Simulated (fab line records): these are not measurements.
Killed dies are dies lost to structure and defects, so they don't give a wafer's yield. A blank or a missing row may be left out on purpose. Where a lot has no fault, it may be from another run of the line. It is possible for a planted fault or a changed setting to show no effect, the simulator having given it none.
fab line records ; flow n5Finfet
[record] lots = 10; wafers = 29; lastDay = 17
route steps=1938 shown BEOL_M4@1043 PASSIVATION@1936
lots that met no fault: taken from a fault-free run of the same line
startH: start of the lot's first displayed wafer, in hours after the record's first day ; waitH: hours elapsed since this lot's preceding step ; " as in the row above ; L1.1+2: several wafers, shown together as one row ; - either no value or no given start ; * or withheld: withheld ; < > ~ a bound
route shown NAME@n: a module of which the file shows steps, and the number in the route of the first ; usual: average and standard deviation across the fault-free wafers ; same: alike in all rows ; chamber/n: place in a boat ; sites: each site's reading ; _std_site: the standard deviation of these ; _edge_site: the outer-site mean with the inner-site mean subtracted ; radiusMm: for every site, how far away it sits from the centre of the wafer ; mask NAME#n: copy n ; behind: the last tool/chamber to shape the wafer ; hold: why the lot went on hold/how many hours it stayed there/how the hold came to an end ; device: names the non-switching transistor (n, p or np) ; end of line: at the end of the route, the tests of the same wafers ; a step given without rows: its recipe and nothing more ; killed: dies lost to structure and defects at the first sort, not the wafer's yield ; map: the dies of a wafer, with x for killed, . for not killed, _ for no die there
set.NAME: setting as actually run; set.NAME@STEP: the setting as run at that earlier step ; model.NAME: the simulator's own value behind a step, which no gauge read
steps of the route over a sample of lots; a table a step, a row a wafer
services: from which hour (startH, from the record's first day; less than 0 if before it) a tool's chamber was out of use, for how many hours, and why
[[steps]]
[step N5_BEOL_M4_STRIP_66]
[recipe] chemistry = CF4; resist = SiARC; powerW = 300; biasPowerW = 75; pressureMtorr = 50; cf4FlowSccm = 150; rfFrequencyHz = 6e+07
[usual] drypumpMotorCurrentA = 5.8/0.4; oesProductAu = 0.82/0.08; rfVppV = 271.6/1.9; showerheadPlenumPTorr = 1.81/0.082; throttleValvePct = 13.51/0.2
lot.wafer;tool;chamber;startH;waitH;drypumpMotorCurrentA;oesProductAu;rfHoursCounterH;rfVppV;showerheadPlenumPTorr;throttleValvePct
L566.1;rieDiel-05;0;179.21;0.0;5.5;0.79;116;268.2;1.65;13.80
L566.3;rieDiel-05;3;179.21;0.0;5.5;0.68;238;271.8;1.85;14.00
L566.5;rieDiel-05;0;179.21;0.0;5.5;0.78;-;269.0;1.65;13.79
L567.1;rieDiel-03;1;184.10;0.0;5.4;0.85;55;273.4;1.87;13.42
L567.3;rieDiel-03;0;184.10;0.0;5.6;0.96;2;274.8;1.93;13.21
L567.6;rieDiel-03;3;184.10;0.0;6.4;0.70;-;270.8;1.78;13.52
L569.2;rieDiel-03;3;198.72;0.0;6.4;0.70;196;269.2;1.78;13.51
L569.4;rieDiel-03;0;198.72;0.0;5.7;0.95;6;273.6;1.93;13.20
L569.6;rieDiel-03;1;198.72;0.0;5.5;0.84;-;273.0;1.87;13.42
L570.1;rieDiel-01;0;201.80;0.0;5.6;0.86;30;268.8;1.75;13.43
L570.4;rieDiel-01;0;201.80;0.0;5.7;0.87;-;270.8;1.75;13.43
L570.6;rieDiel-01;3;201.80;0.0;6.5;0.86;-;274.1;1.91;13.73
L571.1;rieDiel-05;0;202.79;0.0;5.5;0.77;122;267.9;1.65;13.82
L571.2;rieDiel-05;2;202.79;0.0;5.6;0.82;63;272.9;1.90;13.47
L571.4;rieDiel-05;3;202.79;0.0;5.5;0.67;249;272.0;1.85;14.03
L574.1;rieDiel-01;1;228.49;0.0;5.8;0.85;75;270.5;1.76;13.41
L574.4;rieDiel-01;2;228.49;0.0;5.1;0.88;23;271.2;1.76;13.27
L574.6;rieDiel-01;2;228.49;0.0;5.1;0.90;-;270.8;1.76;13.27
L577.2;rieDiel-03;0;232.77;0.0;5.6;0.91;18;274.3;1.92;13.24
L577.4;rieDiel-03;3;232.77;0.0;6.4;0.69;207;271.8;1.78;13.57
L577.6;rieDiel-03;1;232.77;0.0;5.5;0.84;-;273.7;1.87;13.43
L575.1;rieDiel-03;0;233.45;0.0;5.6;0.90;18;271.9;1.92;13.25
L575.2;rieDiel-03;2;233.45;0.0;5.7;0.67;247;268.5;1.69;13.90
L575.5;rieDiel-03;0;233.45;0.0;5.6;0.91;-;274.1;1.92;13.24
L578.2;rieDiel-01;3;253.82;0.0;6.4;0.84;56;273.8;1.91;13.76
L578.4;rieDiel-01;0;253.82;0.0;5.6;0.84;47;271.4;1.75;13.46
L578.5;rieDiel-01;2;253.82;0.0;5.1;0.87;-;271.1;1.76;13.27
L582.4;rieDiel-01;2;270.38;0.0;5.1;0.87;39;271.9;1.76;13.30
L582.6;rieDiel-01;1;270.38;0.0;5.8;0.83;-;270.8;1.75;13.44
[step N5_BEOL_M4_INSPECT_30]
[recipe] mode = adi; inspectInstrument = brightfield
[usual] rawDefectCount = 417/99
lot.wafer;tool;chamber;startH;waitH;rawDefectCount
L566.1;defectInspect-01;-;179.87;0.1;402
L566.3;defectInspect-01;-;179.87;0.1;301
L566.5;defectInspect-01;-;179.87;0.1;409
L567.1;defectInspect-02;-;184.86;0.1;336
L567.3;defectInspect-02;-;184.86;0.1;387
L567.6;defectInspect-02;-;184.86;0.1;363
L569.2;defectInspect-02;-;199.35;0.0;504
L569.4;defectInspect-02;-;199.35;0.0;475
L569.6;defectInspect-02;-;199.35;0.0;392
L570.1;defectInspect-01;-;202.56;0.1;427
L570.4;defectInspect-01;-;202.56;0.1;364
L570.6;defectInspect-01;-;202.56;0.1;494
L571.1;defectInspect-01;-;203.44;0.1;377
L571.2;defectInspect-01;-;203.44;0.1;386
L571.4;defectInspect-01;-;203.44;0.1;429
L574.1;defectInspect-01;-;229.39;0.1;488
L574.4;defectInspect-01;-;229.39;0.1;299
L574.6;defectInspect-01;-;229.39;0.1;288
L577.2;defectInspect-01;-;233.54;0.1;301
L577.4;defectInspect-01;-;233.54;0.1;412
L577.6;defectInspect-01;-;233.54;0.1;510
L575.1;defectInspect-02;-;234.29;0.1;485
L575.2;defectInspect-02;-;234.29;0.1;371
L575.5;defectInspect-02;-;234.29;0.1;377
L578.2;defectInspect-01;-;254.59;0.0;435
L578.4;defectInspect-01;-;254.59;0.0;574
L578.5;defectInspect-01;-;254.59;0.0;438
L582.4;defectInspect-01;-;271.88;0.0;538
L582.6;defectInspect-01;-;271.88;0.0;527
[step N5_BEOL_M4_ETCH_70]
[recipe] chemistry = N2/H2; target = SOC; targetDepthA = 800; overetchA = 240; maskMaterial = SiARC; tempC = 40; timeS = 130; ionEnergyEv = 200; pressureMtorr = 30; sourceW = 840; biasW = 150; n2FlowSccm = 200; h2FlowSccm = 200
[usual] drypumpMotorCurrentA = 5.8/0.46; n2FlowSccm = 199.9/0.59; oesProductAu = 0.62/0.031; rfVppV = 523.9/2.9; runLengthS = 153.4/0.32; showerheadPlenumPTorr = 2.55/0.1; throttleValvePct = 17.74/0.22
lot.wafer;tool;chamber;startH;waitH;drypumpMotorCurrentA;n2FlowSccm;oesProductAu;rfHoursCounterH;rfVppV;runLengthS;showerheadPlenumPTorr;throttleValvePct
L566.1;rieDiel-01;1;198.06;0.0;5.8;198.9;0.64;65;521.6;153.5;2.49;17.82
L566.3;rieDiel-01;3;198.06;0.0;6.5;200.4;0.64;38;527.6;153.8;2.69;17.86
L566.5;rieDiel-01;1;198.06;0.0;5.8;199.4;0.63;-;519.7;153.7;2.49;17.84
L567.1;rieDiel-01;0;204.90;0.0;5.6;199.4;0.65;31;522.4;153.4;2.49;17.75
L567.3;rieDiel-01;3;204.90;0.0;6.5;200.5;0.63;40;528.3;154.1;2.69;17.84
L567.6;rieDiel-01;1;204.90;0.0;5.9;200.4;0.64;-;523.8;153.6;2.49;17.83
L569.2;rieDiel-01;1;213.06;0.0;5.9;200.3;0.62;71;523.2;153.6;2.49;17.84
L569.4;rieDiel-01;0;213.06;0.0;5.7;200.4;0.63;35;523.5;153.4;2.49;17.76
L569.6;rieDiel-01;3;213.06;0.0;6.4;199.8;0.64;-;527.6;153.4;2.69;17.85
L570.1;rieDiel-01;2;224.77;0.0;5.0;199.8;0.66;22;522.1;153.1;2.47;17.29
L570.4;rieDiel-01;1;224.77;0.0;5.9;200.9;0.63;74;521.5;153.6;2.49;17.85
L570.6;rieDiel-01;2;224.77;0.0;5.1;199.9;0.66;-;523.2;153.0;2.47;17.29
L571.1;rieDiel-01;1;227.22;0.0;5.8;198.6;0.63;75;522.6;153.3;2.49;17.85
L571.2;rieDiel-01;2;227.22;0.0;5.0;200.1;0.67;23;524.0;153.1;2.47;17.29
L571.4;rieDiel-01;0;227.22;0.0;5.6;201.9;0.64;39;522.7;153.3;2.49;17.77
L574.1;rieDiel-01;2;239.03;0.0;5.1;200.3;0.66;27;521.8;153.6;2.47;17.28
L574.4;rieDiel-01;1;239.03;0.0;5.8;200.6;0.63;79;521.6;153.3;2.49;17.85
L574.6;rieDiel-01;0;239.03;0.0;5.6;199.7;0.63;-;523.1;153.3;2.49;17.76
L577.2;rieDiel-01;1;247.04;0.0;5.8;199.4;0.62;82;519.7;153.4;2.49;17.86
L577.4;rieDiel-01;2;247.04;0.0;5.1;200.2;0.66;30;523.6;153.4;2.47;17.32
L577.6;rieDiel-01;0;247.04;0.0;5.6;199.5;0.64;-;521.6;153.4;2.49;17.76
L575.1;rieDiel-01;0;252.72;0.0;5.6;199.6;0.63;47;522.6;153.5;2.48;17.79
L575.2;rieDiel-01;2;252.72;0.0;5.1;199.8;0.66;30;521.1;153.2;2.47;17.33
L575.5;rieDiel-01;3;252.72;0.0;6.5;199.2;0.62;-;526.8;153.4;2.68;17.88
L578.2;rieDiel-01;0;269.58;0.0;5.6;199.9;0.62;54;521.3;153.6;2.48;17.82
L578.4;rieDiel-01;3;269.58;0.0;6.5;201.2;0.61;64;529.1;153.4;2.68;17.90
L578.5;rieDiel-01;2;269.58;0.0;5.1;198.5;0.64;-;522.7;153.3;2.46;17.32
L582.4;rieDiel-01;1;287.00;0.0;5.8;200.2;0.86;98;523.4;112.3;2.48;17.92
L582.6;rieDiel-01;0;287.00;0.0;5.6;200.4;0.62;-;522.3;153.6;2.48;17.80
[step N5_BEOL_M4_OCD_MEAS_38]
[usual] trenchDepthNm = 56.2/1.1
lot.wafer;tool;chamber;startH;waitH;trenchDepthNm
L566.1;ocd-02;-;198.41;-;57.1
L566.3;ocd-02;-;198.41;-;57.4
L566.5;ocd-02;-;198.41;-;55.6
L567.1;ocd-01;-;205.26;-;54.9
L567.3;ocd-01;-;205.26;-;57.4
L567.6;ocd-01;-;205.26;-;56.6
L569.2;ocd-01;-;213.42;-;56.7
L569.4;ocd-01;-;213.42;-;54.5
L569.6;ocd-01;-;213.42;-;57.0
L570.1;ocd-02;-;225.13;-;56.9
L570.4;ocd-02;-;225.13;-;56.4
L570.6;ocd-02;-;225.13;-;56.8
L571.1;ocd-02;-;227.58;-;56.7
L571.2;ocd-02;-;227.58;-;56.0
L571.4;ocd-02;-;227.58;-;54.1
L574.1;ocd-02;-;239.39;-;56.3
L574.4;ocd-02;-;239.39;-;55.8
L574.6;ocd-02;-;239.39;-;55.0
L577.2;ocd-01;-;247.40;-;56.4
L577.4;ocd-01;-;247.40;-;56.2
L577.6;ocd-01;-;247.40;-;54.4
L575.1;ocd-02;-;253.08;-;55.1
L575.2;ocd-02;-;253.08;-;56.1
L575.5;ocd-02;-;253.08;-;56.9
L578.2;ocd-02;-;269.94;-;56.1
L578.4;ocd-02;-;269.94;-;57.9
L578.5;ocd-02;-;269.94;-;57.0
L582.4;ocd-02;-;287.36;-;57.2
L582.6;ocd-02;-;287.36;-;55.7
[step N5_BEOL_M4_RC_MEAS_101]
[usual] DIBL_N = 36.1/1.6; DIBL_P = 35.8/2; IOFF_N = 0.157/0.029; IOFF_P = 0.21/0.034; ION_N = 677/13; ION_P = 465/8.1; SS_N = 71.3/0.61; SS_P = 73.2/0.65; VT_N = 249/3.3; VT_P = -250/3.2
lot.wafer;tool;chamber;startH;waitH;DIBL_N[mV/V];DIBL_P[mV/V];IOFF_N[nA/um];IOFF_P[nA/um];ION_N[uA/um];ION_P[uA/um];SS_N[mV/dec];SS_P[mV/dec];VT_N[mV];VT_P[mV]
L566.1;prober-02;0;205.39;0.0;37.6;37.7;0.208;0.24;694;467;71.5;74.4;245;-250
L566.3;prober-02;0;205.39;0.0;35.0;34.2;0.148;0.19;678;468;71.5;73.2;247;-250
L566.5;prober-02;0;205.39;0.0;36.7;37.0;0.181;0.23;676;460;71.1;73.8;247;-248
L567.1;prober-02;0;208.97;0.0;36.0;33.8;0.128;0.19;644;452;70.7;72.8;254;-255
L567.3;prober-02;0;208.97;0.0;39.0;39.3;0.195;0.27;685;472;71.7;73.7;249;-247
L567.6;prober-02;0;208.97;0.0;35.8;34.8;0.135;0.20;658;451;71.0;73.5;253;-252
L569.2;prober-01;0;217.49;0.2;33.4;31.8;0.111;0.16;658;455;70.3;72.7;254;-255
L569.4;prober-01;0;217.49;0.2;35.9;34.4;0.152;0.20;693;473;70.8;72.9;248;-249
L569.6;prober-01;0;217.49;0.2;33.6;31.7;0.112;0.16;679;467;70.9;72.5;253;-254
L570.1;prober-01;0;229.16;0.0;36.8;34.7;0.162;0.22;686;473;71.3;73.4;246;-247
L570.4;prober-01;0;229.16;0.0;36.6;35.0;0.168;0.23;684;465;71.1;73.3;245;-246
L570.6;prober-01;0;229.16;0.0;37.4;35.3;0.169;0.23;670;464;71.2;72.9;247;-248
L571.1;prober-02;0;232.10;0.0;36.2;36.1;0.169;0.23;684;462;71.8;73.3;250;-249
L571.2;prober-02;0;232.10;0.0;38.4;37.5;0.224;0.26;684;466;72.4;74.9;246;-246
L571.4;prober-02;0;232.10;0.0;38.0;37.2;0.212;0.26;685;470;72.3;74.6;244;-248
L574.1;prober-01;0;244.86;0.0;35.7;34.9;0.159;0.24;678;474;70.0;72.7;251;-242
L574.4;prober-01;0;244.86;0.0;36.1;36.7;0.173;0.28;685;478;70.5;73.2;250;-245
L574.6;prober-01;0;244.86;0.0;36.9;36.5;0.179;0.27;678;478;71.5;73.3;248;-244
L577.2;prober-02;0;252.06;0.2;34.5;35.2;0.138;0.19;680;469;71.0;72.1;252;-249
L577.4;prober-02;0;252.06;0.2;36.2;36.6;0.164;0.21;684;470;71.9;73.2;245;-251
L577.6;prober-02;0;252.06;0.2;36.2;37.0;0.176;0.23;688;476;71.5;72.6;245;-247
L575.1;prober-01;0;257.23;0.0;33.2;31.2;0.101;0.13;667;457;70.6;72.3;255;-259
L575.2;prober-01;0;257.23;0.0;35.7;34.0;0.127;0.16;663;454;71.1;73.0;255;-256
L575.5;prober-01;0;257.23;0.0;34.5;32.1;0.107;0.14;642;443;71.7;72.6;258;-259
L578.2;prober-02;0;275.03;0.2;36.2;37.6;0.172;0.23;702;483;71.0;73.5;249;-249
L578.4;prober-02;0;275.03;0.2;37.6;39.2;0.200;0.27;708;481;72.1;74.2;245;-250
L578.5;prober-02;0;275.03;0.2;38.2;39.5;0.204;0.27;692;474;71.3;74.7;245;-249
L582.4;prober-01;0;293.02;0.7;35.4;34.9;0.128;0.20;654;456;70.9;72.7;254;-251
L582.6;prober-01;0;293.02;0.7;35.3;35.1;0.133;0.21;672;468;70.9;72.8;252;-250
[step N5_PASSIVATION_PROBE_49]
[usual] defectLimitedYield = 91.0/1.4; killed_at_M0_to_M3 = 33/11; killed_at_M4_up = 14/5; killedAtContacts = 11/7.3; killedAtFrontEnd = 43/12; killedAtOther = 4/3.1; killedDies = 106/17; killedOpen = 69/13; killedShort = 34/8.7; sort_bin_5_function = 5.2/0.96; sort_bin_6_memory = 3.3/0.66; sort_bin_8_speed = 0.00/0.012; sortNPass = 1074/17; sortYieldPct = 91.0/1.4
[same] grossDies = 1180; killedAtBackSide = 0; sort_bin_4_leakage[%] = 0
lot.wafer;tool;chamber;startH;waitH;defectLimitedYield[%];killed_at_M0_to_M3;killed_at_M4_up;killedAtContacts;killedAtFrontEnd;killedAtOther;killedDies;killedOpen;killedShort;sort_bin_5_function[%];sort_bin_6_memory[%];sort_bin_8_speed[%];sortNPass;sortYieldPct[%]
L569.2;prober-02;-;326.89;0.1;92.4;26;9;9;37;9;90;66;24;4.6;3.1;0;1090;92.4
L569.4;prober-02;-;326.99;0.2;92.0;26;9;9;45;5;94;66;28;5.6;2.1;0;1086;92.0
L569.6;prober-02;-;327.09;0.3;91.3;32;16;7;43;5;103;70;28;5.3;2.9;0;1077;91.3
L574.1;prober-01;-;357.76;0.0;90.3;36;13;9;53;3;114;73;38;6.3;2.8;0;1066;90.3
L574.4;prober-01;-;357.91;0.2;91.4;31;13;7;45;6;102;60;42;4.7;3.6;0;1078;91.4
L574.6;prober-01;-;358.01;0.3;89.0;54;11;5;56;4;130;84;44;6.6;4.1;0;1050;89.0
L578.2;prober-01;-;394.34;0.1;90.3;27;11;9;63;5;115;67;48;5.2;3.9;0;1065;90.3
L578.4;prober-01;-;394.44;0.2;90.7;41;10;5;52;2;110;74;36;4.9;3.2;0;1070;90.7
L578.5;prober-01;-;394.49;0.2;89.4;26;20;6;67;6;125;79;40;6.0;4.2;0;1055;89.4
// killed by level:class
L569.2 STI_FIN_REVEAL:geometricParticle:open=11 BEOL_M1:geometricParticle:open=11 MOL_CONTACT_COAG:geometricParticle:open=9 FIN_SAQP:geometricParticle:open=7 BEOL_M0_SAQP:geometricParticle:open=7 FIN_SAQP:geometricParticle:short=5 GATE_CUT:geometricParticle:open=3 STARTING-WAFER:geometricParticle:open=3
L569.4 STI_FIN_REVEAL:geometricParticle:open=18 MOL_CONTACT_COAG:geometricParticle:open=8 BEOL_M1:geometricParticle:open=6 BEOL_M0_SAQP:geometricParticle:open=6 BEOL_M0_SAQP:geometricParticle:short=6 FIN_SAQP:geometricParticle:open=5 FIN_SAQP:geometricParticle:short=4 GATE_CUT:geometricParticle:open=3
L569.6 FIN_SAQP:geometricParticle:open=13 BEOL_M1:geometricParticle:open=9 BEOL_M0_SAQP:geometricParticle:open=8 MOL_CONTACT_COAG:geometricParticle:open=6 BEOL_M2:geometricParticle:open=6 FIN_SAQP:geometricParticle:short=5 GATE_CUT:geometricParticle:short=5 STARTING-WAFER:geometricParticle:short=5
L574.1 STI_FIN_REVEAL:geometricParticle:open=16 BEOL_M0_SAQP:geometricParticle:short=11 DUMMY_GATE:geometricParticle:open=10 BEOL_M1:geometricParticle:open=8 MOL_CONTACT_COAG:geometricParticle:open=6 BEOL_M2:geometricParticle:open=6 FIN_SAQP:geometricParticle:short=5 STARTING-WAFER:geometricParticle:short=5
L574.4 FIN_SAQP:geometricParticle:open=10 FIN_SAQP:geometricParticle:short=9 STI_FIN_REVEAL:geometricParticle:open=9 BEOL_M0_SAQP:geometricParticle:short=7 BEOL_M2:geometricParticle:open=6 BEOL_M0_SAQP:geometricParticle:open=5 MOL_CONTACT_COAG:geometricParticle:open=4 GATE_CUT:geometricParticle:short=4
L574.6 BEOL_M0_SAQP:geometricParticle:open=18 BEOL_M0_SAQP:geometricParticle:short=16 FIN_SAQP:geometricParticle:open=13 DUMMY_GATE:geometricParticle:open=10 FIN_SAQP:geometricParticle:short=9 STI_FIN_REVEAL:geometricParticle:open=6 BEOL_M1:geometricParticle:open=6 BEOL_M0:geometricParticle:open=5
L578.2 FIN_SAQP:geometricParticle:short=16 STI_FIN_REVEAL:geometricParticle:open=12 GATE_CUT:geometricParticle:short=10 MOL_CONTACT_COAG:geometricParticle:open=9 BEOL_M0_SAQP:geometricParticle:open=9 DUMMY_GATE:geometricParticle:open=7 BEOL_M2:geometricParticle:open=6 BEOL_M0_SAQP:geometricParticle:short=5
L578.4 FIN_SAQP:geometricParticle:open=19 BEOL_M0_SAQP:geometricParticle:open=15 BEOL_M0_SAQP:geometricParticle:short=12 FIN_SAQP:geometricParticle:short=9 BEOL_M3:geometricParticle:open=7 BEOL_M4:geometricParticle:open=6 MOL_CONTACT_COAG:geometricParticle:open=5 STI_FIN_REVEAL:geometricParticle:open=4
L578.5 STI_FIN_REVEAL:geometricParticle:open=20 BEOL_M0_SAQP:geometricParticle:open=9 FIN_SAQP:geometricParticle:open=8 BEOL_M0_SAQP:geometricParticle:short=8 BEOL_M4:geometricParticle:open=8 FIN_SAQP:geometricParticle:short=7 DUMMY_GATE:geometricParticle:open=7 GATE_CUT:geometricParticle:short=7
[[services]]
tool;chamber;startH;hours;kind
rieDiel-03;2;165.53;5.8;repair
rieDiel-05;0;191.10;10.4;repair
rieDiel-01;2;193.46;18.9;repair
rieDiel-03;2;206.92;7.6;repair
rieDiel-05;3;208.59;-;clean
rieDiel-05;3;208.59;-;consumableReplace:focusRing
rieDiel-05;3;208.59;21.5;scheduledDown
rieDiel-05;3;208.59;21.5;ventCycle
rieDiel-03;2;243.45;-;clean
rieDiel-03;2;243.45;-;consumableReplace:focusRing
rieDiel-03;2;243.45;-;consumableReplace:showerhead
rieDiel-03;2;243.45;24.1;scheduledDown
rieDiel-03;2;243.45;24.1;ventCycle
rieDiel-03;-;255.51;15.6;pm
rieDiel-05;-;266.94;15.6;pm
[[key]]
[firstSign] step = N5_BEOL_M4_ETCH_70; reading = runLengthS; direction = down; sigmas = 99+; usual = *; struck = *
[effect] step = N5_BEOL_M4_ETCH_70; reading = oesProductAu; direction = up; sigmas = 7.6; usual = 0.62; struck = 0.86
metAt N5_BEOL_M4_ETCH_70
struckLots L582
struckWafers L582.4
notActingAt N5_BEOL_M4_STRIP_66,N5_BEOL_M4_INSPECT_30,N5_BEOL_M4_OCD_MEAS_38
onsetBetween 269.58 287.00
[fault] kind = processParameterDrift; tool = rieDiel-01; chamber = -; onsetH = 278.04; steps = N5_BEOL_M4_ETCH_70; channel = timeS; offset = *; shape = step; endH = 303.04; scope = struckWafersOnly; actsIn = *; stated = *
